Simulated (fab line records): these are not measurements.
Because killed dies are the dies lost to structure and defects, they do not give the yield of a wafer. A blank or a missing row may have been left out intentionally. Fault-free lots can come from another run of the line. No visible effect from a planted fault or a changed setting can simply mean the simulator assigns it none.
Matching of chambers :: flow n5Finfet :: N5_BEOL_M0_STRIP_142 on rieDiel-04 has 4 sister chambers
The step strips in N2/H2, time 10 s. 8 wafers are shown with their chamber, then 11 later ones without.

EACH WAFER AND ITS CHAMBER
wafer: L080.2
chamber: 1
drypumpMotorCurrentA (A): 5.6
throttleValvePct (%): 23.85

wafer: L082.2
chamber: 1
drypumpMotorCurrentA (A): 5.6
throttleValvePct (%): 23.87

wafer: L082.5
chamber: 3
drypumpMotorCurrentA (A): 5.6
throttleValvePct (%): 23.42

wafer: L082.6
chamber: 0
drypumpMotorCurrentA (A): 5.6
throttleValvePct (%): 24.08

wafer: L083.1
chamber: 0
drypumpMotorCurrentA (A): 5.6
throttleValvePct (%): 24.08

wafer: L083.3
chamber: 3
drypumpMotorCurrentA (A): 5.7
throttleValvePct (%): 23.42

wafer: L083.5
chamber: 2
drypumpMotorCurrentA (A): 6.5
throttleValvePct (%): 23.72

wafer: L086.2
chamber: 2
drypumpMotorCurrentA (A): 6.5
throttleValvePct (%): 23.75

WAFERS WITH NO CHAMBER GIVEN
wafer: L086.5
drypumpMotorCurrentA (A): 5.6
throttleValvePct (%): 23.88

wafer: L086.6
drypumpMotorCurrentA (A): 6.6
throttleValvePct (%): 23.74

wafer: L089.1
drypumpMotorCurrentA (A): 5.6
throttleValvePct (%): 23.87

wafer: L089.3
drypumpMotorCurrentA (A): 5.6
throttleValvePct (%): 23.44

wafer: L089.6
drypumpMotorCurrentA (A): 5.6
throttleValvePct (%): 23.89

wafer: L092.1
drypumpMotorCurrentA (A): 5.6
throttleValvePct (%): 23.90

wafer: L092.2
drypumpMotorCurrentA (A): 5.6
throttleValvePct (%): 23.79

wafer: L092.3
drypumpMotorCurrentA (A): 6.5
throttleValvePct (%): 23.77

wafer: L097.3
drypumpMotorCurrentA (A): 5.6
throttleValvePct (%): 23.45

wafer: L097.4
drypumpMotorCurrentA (A): 5.6
throttleValvePct (%): 23.81

wafer: L097.5
drypumpMotorCurrentA (A): 5.6
throttleValvePct (%): 23.90

EACH ONE'S CHAMBER
wafer: L086.5
from the rows above: 1
in truth: 1

wafer: L086.6
from the rows above: 2
in truth: 2

wafer: L089.1
from the rows above: 1
in truth: 1

wafer: L089.3
from the rows above: 3
in truth: 3

wafer: L089.6
from the rows above: 1
in truth: 1

wafer: L092.1
from the rows above: 1
in truth: 1

wafer: L092.2
from the rows above: 1
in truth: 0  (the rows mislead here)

wafer: L092.3
from the rows above: 2
in truth: 2

wafer: L097.3
from the rows above: 3
in truth: 3

wafer: L097.4
from the rows above: 1
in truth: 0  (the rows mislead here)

wafer: L097.5
from the rows above: 1
in truth: 1
Placed correctly: 9 of 11. Number that these rows cannot place: 0. Number placed wrongly: 2.
How it was worked out, from the rows above alone: a wafer's distance from a chamber is the root of the sum, over the readings, of the square of ((its reading less the chamber's mean) divided by the reading's scatter). If the next closest chamber is less than 2 further off than the closest, the wafer can't be placed; otherwise it belongs to the closest. A chamber's mean is the mean of its shown wafers. The scatter: the root of (the sum of the squares of (reading less its chamber's mean) over the shown wafers, divided by (wafers less chambers)).
